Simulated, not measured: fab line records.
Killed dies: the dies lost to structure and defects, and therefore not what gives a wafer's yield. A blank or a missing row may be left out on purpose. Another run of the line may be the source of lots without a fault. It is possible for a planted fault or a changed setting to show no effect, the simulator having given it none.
Split-lot experiment -- flow n5Finfet -- on a route of 1938 steps: 7 lots, 21 wafers read

== THE SPLIT ITSELF ==
At N5_BEOL_M0_SAQP_COAT_69 (time 60 s, resist thk 90 nm), the setting spinRpm was moved away from the recipe's 1500 rpm on 4 of the 21 wafers read, by -4.1% to +11.2%. The other wafers ran this setting at the recipe's value.

== FROM THE SPLIT TO THE READING: what the file shows between them, 9 steps ==
- N5_BEOL_M0_SAQP_COAT_72: time 60 s, resist thk 15 nm
- N5_BEOL_M0_SAQP_COAT_87: time 60 s, resist thk 5 nm
- N5_BEOL_M0_SAQP_STRIP_89: strips in N2/H2
- N5_BEOL_M0_SAQP_ALD_48: deposits SiO2, target thk 20 nm, pulse time 1 s, co reactant pulse time 1 s
- N5_BEOL_M0_SAQP_ETCH_49: etches SiO2 in CF4/O2, target depth 37 nm
- N5_BEOL_M0_SAQP_STRIP_75: strips in CF4
- N5_BEOL_M0_CUTY_COAT_50: time 60 s, resist thk 15 nm
- N5_BEOL_M0_CUTY_DESCUM_61: chemistry O2, time 7.9 s
- N5_BEOL_M0_CUTY_ETCH_62: etches SiARC in CF4, time 58.5 s

== THE READING ==
etch.depthNm (the simulator's own value, which no gauge read), in nm, at N5_BEOL_M0_CUTY_ETCH_63 (etches SOC in N2/H2, target depth 82.7 nm, overetch 16.5 nm, time 124 s). The file gives no usual value for it. Here, 17 wafers ran the recipe; their average is 70.70 nm with a standard deviation of 0.27 nm.

wafer,"tool, chamber at the split","spinRpm as run, rpm",against the recipe,"etch.depthNm, nm",against lot-mates on the recipe
L075.3,"lithoTrack-04, 0",1550,+3.3%,69.38,-1.81
L075.4,"lithoTrack-04, 0",1550,+3.3%,69.06,-2.13
L075.5,"lithoTrack-04, 0",1500,recipe,71.19,-
L076.1,"lithoTrack-03, 0",1500,recipe,70.7,-
L076.4,"lithoTrack-03, 0",1500,recipe,70.8,-
L076.6,"lithoTrack-03, 0",1500,recipe,70.54,-
L077.2,"lithoTrack-04, 0",1500,recipe,70.44,-
L077.3,"lithoTrack-04, 0",1500,recipe,70.69,-
L077.6,"lithoTrack-04, 0",1500,recipe,70.54,-
L078.1,"lithoTrack-05, 0",1500,recipe,70.65,-
L078.3,"lithoTrack-05, 0",1500,recipe,70.86,-
L078.5,"lithoTrack-05, 0",1500,recipe,70.69,-
L082.1,"lithoTrack-04, 0",1500,recipe,70.93,-
L082.3,"lithoTrack-04, 0",1500,recipe,70.37,-
L082.5,"lithoTrack-04, 0",1500,recipe,70.68,-
L089.2,"lithoTrack-05, 0",1500,recipe,70.56,-
L089.4,"lithoTrack-05, 0",1438,-4.1%,72.75,+1.81
L089.6,"lithoTrack-05, 0",1500,recipe,71.32,-
L090.2,"lithoTrack-04, 0",1668,+11.2%,66.05,-4.39
L090.5,"lithoTrack-04, 0",1500,recipe,70.21,-
L090.6,"lithoTrack-04, 0",1500,recipe,70.68,-

THE FIT
A straight line over all 21 wafers: etch.depthNm changes by -0.429 nm for each +1% of spinRpm; r = -0.98; the points scatter about the line by 0.27 nm.
The same after taking each lot's own level away (the mean of its wafers on the recipe; 21 wafers): -0.421 nm for each +1%; r = -0.98; scatter 0.27 nm.
The reading moves by 4.7 nm for the largest change in spinRpm, on that fit.
Measured against the standard deviation above, the lots' own levels, which go from 70.445 to 71.190 nm, span 2.8 times it.
Consequently the slope shifts little with the lot-to-lot level, the two slopes agreeing.
Check: -5.89 nm against its lot-mates is what the line predicts for one of the wafers moved furthest among these (+11.2%) when that wafer is left out of the fit. Against them it came out at -4.39 nm.

== THE WHOLE CHAIN: every reading that the file lists as answering this split, in the file's order ==
step,what it does,reading,change (the file's fit),r (the file's)
N5_BEOL_M0_SAQP_COAT_69,"time 60 s, resist thk 90 nm","SOC_of_BEOL_M0_SAQP_COAT_69.thkNm (the simulator's own value, which no gauge read)",-0.42 nm for each +1% of the setting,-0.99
N5_BEOL_M0_SAQP_ETCH_49,"etches SiO2 in CF4/O2, target depth 37 nm","SOC_of_BEOL_M0_SAQP_COAT_69.thkNm (the simulator's own value, which no gauge read)",-0.413 nm for each +1% of the setting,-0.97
N5_BEOL_M0_CUTY_ETCH_63,"etches SOC in N2/H2, target depth 82.7 nm, overetch 16.5 nm, time 124 s","etch.depthNm (the simulator's own value, which no gauge read)",-0.412 nm for each +1% of the setting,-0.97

== FILE'S OWN FIT ==
etch.depthNm changes by -0.412 nm for each +1% of spinRpm, r = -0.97.
